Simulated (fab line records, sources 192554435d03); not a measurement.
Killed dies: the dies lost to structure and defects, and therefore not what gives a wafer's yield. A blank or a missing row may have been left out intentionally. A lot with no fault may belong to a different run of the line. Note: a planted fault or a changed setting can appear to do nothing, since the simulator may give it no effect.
Chamber matching	flow n5 finfet	N5_BEOL_M2_ILD_DEP_00 on pecvd-01: 3 sister chambers
The step deposits SiOC from DEMS/O2, target thk 79 nm, time 15.3 s. 3 wafers are shown with their chamber, then 9 later ones without.

## WAFERS PAIRED WITH THEIR CHAMBERS
wafer	chamber	showerhead vpp V (V)
L090.5	1	1347
L093.3	2	1291
L093.6	0	1252

## WAFERS WITH NO CHAMBER GIVEN
wafer	showerhead vpp V (V)
L094.2	1318
L094.3	1270
L094.5	1256
L095.2	1269
L095.4	1366
L095.5	1263
L097.3	1337
L097.4	1266
L097.6	1349

## CHAMBER TAKEN BY EACH
wafer	from the rows above	in truth
L094.2	can't be placed: 2 or 1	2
L094.3	can't be placed: 0 or 2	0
L094.5	0	0
L095.2	can't be placed: 0 or 2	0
L095.4	1	1
L095.5	can't be placed: 0 or 2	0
L097.3	1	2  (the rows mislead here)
L097.4	can't be placed: 0 or 2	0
L097.6	1	1
Correctly placed: 3 of 9. These rows do not allow placing 5 (true chamber among the candidates in 5). Placed wrongly: 1.
How it was worked out, from the rows above alone: a wafer's distance from a chamber is the root of the sum, over the readings, of the square of ((its reading less the chamber's mean) divided by the reading's scatter). The wafer belongs to the nearest chamber; if the next one is less than 2 further off, it can't be placed. The mean given for a chamber averages the wafers shown for that chamber. The scatter: with one shown wafer a chamber, the root of the mean of the squares of how far each hidden wafer lies from its nearest shown one.
